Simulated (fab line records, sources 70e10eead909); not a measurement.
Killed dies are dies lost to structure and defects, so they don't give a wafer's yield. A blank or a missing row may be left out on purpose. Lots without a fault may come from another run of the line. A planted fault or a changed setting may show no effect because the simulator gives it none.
Which tool did it? | flow nand_harc | 24 lots, 72 wafers sampled, at 5 steps of a route of 1302

WHAT THE GAUGES READ, wafer by wafer
NHARC_P_M1_INSPECT_11. Usual: raw_defect_count 4.3, standard deviation 2.7.
lot  | measured     | on                | raw_defect_count | flag
L074 | day 6 04:53  | defect_inspect-01 | 1 3 3            |
L075 | day 6 09:34  | defect_inspect-02 | 6 4 8            |
L076 | day 7 04:20  | defect_inspect-02 | 1 3 2            |
L077 | day 7 08:10  | defect_inspect-02 | 3 6 2            |
L078 | day 7 22:08  | defect_inspect-02 | 1 1 0            |
L079 | day 8 02:52  | defect_inspect-01 | 4 1 4            |
L080 | day 8 20:46  | defect_inspect-02 | 3 3 7            |
L081 | day 9 04:49  | defect_inspect-02 | 7 3 2            |
L082 | day 9 18:46  | defect_inspect-02 | 8 7 8            |
L083 | day 10 04:07 | defect_inspect-02 | 6 5 5            |
L085 | day 10 16:31 | defect_inspect-01 | 3 2 3            |
L084 | day 10 17:11 | defect_inspect-02 | 6 2 1            |
L086 | day 11 06:26 | defect_inspect-01 | 5 4 4            |
L087 | day 11 16:17 | defect_inspect-02 | 3 4 6            |
L089 | day 12 07:21 | defect_inspect-02 | 6 4 2            |
L088 | day 12 08:20 | defect_inspect-01 | 7 2 4            |
L090 | day 13 00:17 | defect_inspect-02 | 8 9 7            |
L091 | day 13 08:14 | defect_inspect-02 | 6 5 5            |
L092 | day 13 14:54 | defect_inspect-01 | 1 4 2            |
L093 | day 14 04:29 | defect_inspect-01 | 13 10 6          |
L094 | day 14 15:20 | defect_inspect-01 | 3 2 5            |
L095 | day 14 23:46 | defect_inspect-01 | 2 4 4            |
L096 | day 15 12:32 | defect_inspect-02 | 3 1 4            |
L097 | day 16 01:48 | defect_inspect-02 | 1 2 2            |

NHARC_P_M2_OVL_MEAS_10: pitch 340 nm. Usual: overlay_x_nm 0.1 nm, standard deviation 0.55; overlay_y_nm -0.1 nm, standard deviation 0.93.
lot  | measured     | on         | overlay_x_nm (nm) | overlay_y_nm (nm) | flag
L074 | day 6 09:01  | overlay-01 | 0.1 -0.2 -0.5     | -1.3 -1.5 -0.7    |
L075 | day 6 13:39  | overlay-01 | -0.7 -0.3 0.1     | 0.1 0.0 -0.3      |
L076 | day 7 08:22  | overlay-02 | -0.1 -0.3 -0.3    | -1.6 -1.0 -1.4    |
L077 | day 7 12:10  | overlay-02 | 0.4 0.0 0.1       | 0.2 0.0 -0.2      |
L078 | day 8 02:16  | overlay-01 | 0.8 0.7 0.2       | -1.1 -1.0 -0.8    |
L079 | day 8 07:06  | overlay-01 | -1.2 -0.3 -0.9    | -0.2 -0.4 0.6     |
L080 | day 9 00:47  | overlay-01 | 0.1 0.1 0.1       | 2.1 2.8 1.7       |
L081 | day 9 08:57  | overlay-02 | 0.0 0.3 0.4       | -0.1 -0.2 0.1     |
L082 | day 9 23:01  | overlay-02 | 0.5 -0.2 0.2      | -1.1 -0.8 -1.0    |
L083 | day 10 08:17 | overlay-02 | -0.1 -1.1 -0.9    | -1.3 -0.8 -0.2    |
L085 | day 10 21:07 | overlay-02 | 0.1 0.0 0.0       | -0.2 0.1 0.2      |
L084 | day 10 21:23 | overlay-02 | 1.6 0.3 0.8       | -0.5 -0.7 0.0     |
L086 | day 11 10:41 | overlay-02 | -0.2 -0.2 -0.3    | 0.1 0.0 -0.2      |
L087 | day 11 20:29 | overlay-01 | -0.4 0.4 0.4      | -0.9 -1.1 -1.1    |
L089 | day 12 11:40 | overlay-02 | -0.8 -0.2 -0.8    | 0.3 1.0 0.3       |
L088 | day 12 12:50 | overlay-02 | 0.0 -0.5 0.0      | -0.1 -0.2 -0.4    |
L090 | day 13 04:17 | overlay-02 | 0.5 0.3 0.4       | -0.1 -0.2 -0.2    |
L091 | day 13 12:28 | overlay-01 | 0.1 0.4 0.7       | -0.7 0.3 -0.2     |
L092 | day 13 19:05 | overlay-01 | 0.4 0.1 0.0       | 0.6 0.2 1.0       |
L093 | day 14 08:33 | overlay-01 | 0.4 0.4 0.2       | -0.4 -0.1 0.0     |
L094 | day 14 19:29 | overlay-02 | 0.5 0.2 0.8       | -0.6 -0.4 -0.2    |
L095 | day 15 04:11 | overlay-02 | 0.1 -0.2 0.1      | 2.0 2.1 2.5       |
L096 | day 15 16:35 | overlay-01 | -0.6 0.2 -0.9     | -0.4 -0.6 -0.7    |
L097 | day 16 06:59 | overlay-01 | 0.4 0.8 0.6       | 0.4 0.4 0.4       |

WHICH TOOL RAN EACH LOT (tool, then ch and the chambers of the sampled wafers, then the start)
lot  | NHARC_P_M1_PRE_CLEAN_30                 | NHARC_P_M1_ANNEAL_31             | NHARC_P_M1_CMP_23
L074 | pvd_sputter-01, day 6 06:46 or earlier  | rtp_anneal-02 ch 0, day 6 06:46  | cmp-03 ch 0,1,2, day 6 07:07
L075 | pvd_sputter-03, day 6 11:31 or earlier  | rtp_anneal-02 ch 0, day 6 11:31  | cmp-01 ch 1,3, day 6 11:50
L076 | pvd_sputter-02, day 7 06:14 or earlier  | rtp_anneal-01 ch 0, day 7 06:14  | cmp-01 ch 0,2,3, day 7 06:35
L077 | pvd_sputter-01, day 7 10:05 or earlier  | rtp_anneal-02 ch 0, day 7 10:05  | cmp-01 ch 1,2,3, day 7 10:20
L078 | pvd_sputter-01, day 7 23:58 or earlier  | rtp_anneal-02 ch 0, day 7 23:58  | cmp-02 ch 0,1,2, day 8 00:18
L079 | pvd_sputter-01, day 8 04:49 or earlier  | rtp_anneal-01 ch 0, day 8 04:49  | cmp-03 ch 2,3, day 8 05:07
L080 | pvd_sputter-03, day 8 22:41 or earlier  | rtp_anneal-01 ch 0, day 8 22:41  | cmp-01 ch 0,1,2, day 8 23:00
L081 | pvd_sputter-01, day 9 06:39 or earlier  | rtp_anneal-02 ch 0, day 9 06:39  | cmp-01 ch 0,1,3, day 9 07:01
L082 | pvd_sputter-03, day 9 20:51 or earlier  | rtp_anneal-01 ch 0, day 9 20:51  | cmp-02 ch 2,3, day 9 21:02
L083 | pvd_sputter-02, day 10 06:01 or earlier | rtp_anneal-02 ch 0, day 10 06:01 | cmp-03 ch 1,2,3, day 10 06:22
L085 | pvd_sputter-01, day 10 18:43 or earlier | rtp_anneal-01 ch 0, day 10 18:43 | cmp-01 ch 0,1,2, day 10 18:58
L084 | pvd_sputter-03, day 10 19:16 or earlier | rtp_anneal-02 ch 0, day 10 19:16 | cmp-03 ch 2,3, day 10 19:27
L086 | pvd_sputter-03, day 11 08:34 or earlier | rtp_anneal-02 ch 0, day 11 08:34 | cmp-02 ch 0,1,3, day 11 08:55
L087 | pvd_sputter-01, day 11 18:14 or earlier | rtp_anneal-01 ch 0, day 11 18:14 | cmp-01 ch 0,1,3, day 11 18:32
L089 | pvd_sputter-03, day 12 09:29 or earlier | rtp_anneal-02 ch 0, day 12 09:29 | cmp-02 ch 0,1, day 12 09:45
L088 | pvd_sputter-02, day 12 10:12 or earlier | rtp_anneal-02 ch 0, day 12 10:12 | cmp-01 ch 0,1,2, day 12 10:31
L090 | pvd_sputter-03, day 13 02:06 or earlier | rtp_anneal-02 ch 0, day 13 02:06 | cmp-03 ch 1,2,3, day 13 02:26
L091 | pvd_sputter-01, day 13 10:11 or earlier | rtp_anneal-02 ch 0, day 13 10:11 | cmp-02 ch 1,2,3, day 13 10:31
L092 | pvd_sputter-01, day 13 16:47 or earlier | rtp_anneal-02 ch 0, day 13 16:47 | cmp-01 ch 0,1, day 13 17:09
L093 | pvd_sputter-03, day 14 06:24 or earlier | rtp_anneal-02 ch 0, day 14 06:24 | cmp-03 ch 0,1,3, day 14 06:43
L094 | pvd_sputter-02, day 14 17:14 or earlier | rtp_anneal-01 ch 0, day 14 17:14 | cmp-02 ch 0,1,2, day 14 17:35
L095 | pvd_sputter-01, day 15 01:59 or earlier | rtp_anneal-01 ch 0, day 15 01:59 | cmp-01 ch 0,1,3, day 15 02:20
L096 | pvd_sputter-02, day 15 14:25 or earlier | rtp_anneal-01 ch 0, day 15 14:25 | cmp-02 ch 1,2,3, day 15 14:46
L097 | pvd_sputter-01, day 16 03:37 or earlier | rtp_anneal-02 ch 0, day 16 03:37 | cmp-01 ch 0,3, day 16 03:58
- NHARC_P_M1_PRE_CLEAN_30: time 30 s.
- NHARC_P_M1_ANNEAL_31: time 90 s.
- NHARC_P_M1_CMP_23: polishes, t overpolish 20 s, target thk 157.82 nm.

WHAT THE TOOLS THEMSELVES READ (means of the sampled wafers that have a number; where no wafer has one, the mark that the record gives instead)
NHARC_P_M1_PRE_CLEAN_30. Usual: heater_power_w 418 W, standard deviation 39.
lot  | tool           | heater_power_w (W) | flag
L074 | pvd_sputter-01 | 442                |
L075 | pvd_sputter-03 | 407                |
L076 | pvd_sputter-02 | 407                |
L077 | pvd_sputter-01 | 423                |
L078 | pvd_sputter-01 | 444                |
L079 | pvd_sputter-01 | 441                |
L080 | pvd_sputter-03 | 402                |
L081 | pvd_sputter-01 | 436                |
L082 | pvd_sputter-03 | 441                |
L083 | pvd_sputter-02 | 401                |
L085 | pvd_sputter-01 | 443                |
L084 | pvd_sputter-03 | 409                |
L086 | pvd_sputter-03 | 467                |
L087 | pvd_sputter-01 | 408                |
L089 | pvd_sputter-03 | 459                |
L088 | pvd_sputter-02 | 385                |
L090 | pvd_sputter-03 | 400                |
L091 | pvd_sputter-01 | 430                |
L092 | pvd_sputter-01 | 432                |
L093 | pvd_sputter-03 | 434                |
L094 | pvd_sputter-02 | 367                |
L095 | pvd_sputter-01 | 423                |
L096 | pvd_sputter-02 | 405                |
L097 | pvd_sputter-01 | 448                |

NHARC_P_M1_ANNEAL_31. Usual: wafer_temp_C_max 226.2, standard deviation 0.49.
lot  | tool          | wafer_temp_C_max | flag
L074 | rtp_anneal-02 | 226.0            |
L075 | rtp_anneal-02 | 226.1            |
L076 | rtp_anneal-01 | 226.6            |
L077 | rtp_anneal-02 | 225.9            |
L078 | rtp_anneal-02 | 225.7            |
L079 | rtp_anneal-01 | 226.8            |
L080 | rtp_anneal-01 | 226.4            |
L081 | rtp_anneal-02 | 225.9            |
L082 | rtp_anneal-01 | 227.1            |
L083 | rtp_anneal-02 | 226.1            |
L085 | rtp_anneal-01 | 226.5            |
L084 | rtp_anneal-02 | 225.9            |
L086 | rtp_anneal-02 | 225.8            |
L087 | rtp_anneal-01 | 226.9            |
L089 | rtp_anneal-02 | 225.6            |
L088 | rtp_anneal-02 | 225.8            |
L090 | rtp_anneal-02 | 225.8            |
L091 | rtp_anneal-02 | 225.7            |
L092 | rtp_anneal-02 | 225.8            |
L093 | rtp_anneal-02 | 226.0            |
L094 | rtp_anneal-01 | 226.7            |
L095 | rtp_anneal-01 | 226.5            |
L096 | rtp_anneal-01 | 226.8            |
L097 | rtp_anneal-02 | 225.6            |

NHARC_P_M1_CMP_23. Usual: motor_current_A 11.3 A, standard deviation 1; time_to_endpoint_s 29.1 s, standard deviation 2.3.
lot  | tool   | motor_current_A (A) | time_to_endpoint_s (s) | flag
L074 | cmp-03 | 11.7                | 31.7                   |
L075 | cmp-01 | 10.3                | 27.2                   |
L076 | cmp-01 | 10.6                | 31.3                   |
L077 | cmp-01 | 10.8                | 30.4                   |
L078 | cmp-02 | 11.8                | 28.9                   |
L079 | cmp-03 | 11.6                | 28.7                   |
L080 | cmp-01 | 10.5                | 29.0                   |
L081 | cmp-01 | 10.7                | 31.3                   |
L082 | cmp-02 | 11.4                | 26.8                   |
L083 | cmp-03 | 11.5                | 33.7                   |
L085 | cmp-01 | 10.8                | 29.4                   |
L084 | cmp-03 | 11.3                | 29.6                   |
L086 | cmp-02 | 12.5                | 27.4                   |
L087 | cmp-01 | 10.1                | 29.2                   |
L089 | cmp-02 | 12.5                | 26.6                   |
L088 | cmp-01 | 10.7                | 29.1                   |
L090 | cmp-03 | 11.4                | 28.1                   |
L091 | cmp-02 | 11.8                | 28.3                   |
L092 | cmp-01 | 10.4                | 29.0                   |
L093 | cmp-03 | 11.9                | 27.6                   |
L094 | cmp-02 | 12.0                | 28.9                   |
L095 | cmp-01 | 10.4                | 25.8                   |
L096 | cmp-02 | 12.4                | 29.9                   |
L097 | cmp-01 | 10.1                | 26.3                   |

THE ANSWER, worked out from the rows above alone
Rule: a lot is off if the mean of its wafers that have a number lies more than 3 standard deviations from the usual mean. A lot without any number at a reading at which 4 lots or more have one is off too. The other lots that the step has rows for count as sound. The gauges are gone through in route order, then the tools' own readings, and for those a lot's mean is taken as printed above. The first step at which some lot is off is used, and at that step the reading that is off furthest; a lot without a number counts as furthest.
No lot is off at any reading shown: from this, nothing can be told.

WHAT THE SIMULATOR HAD PUT IN
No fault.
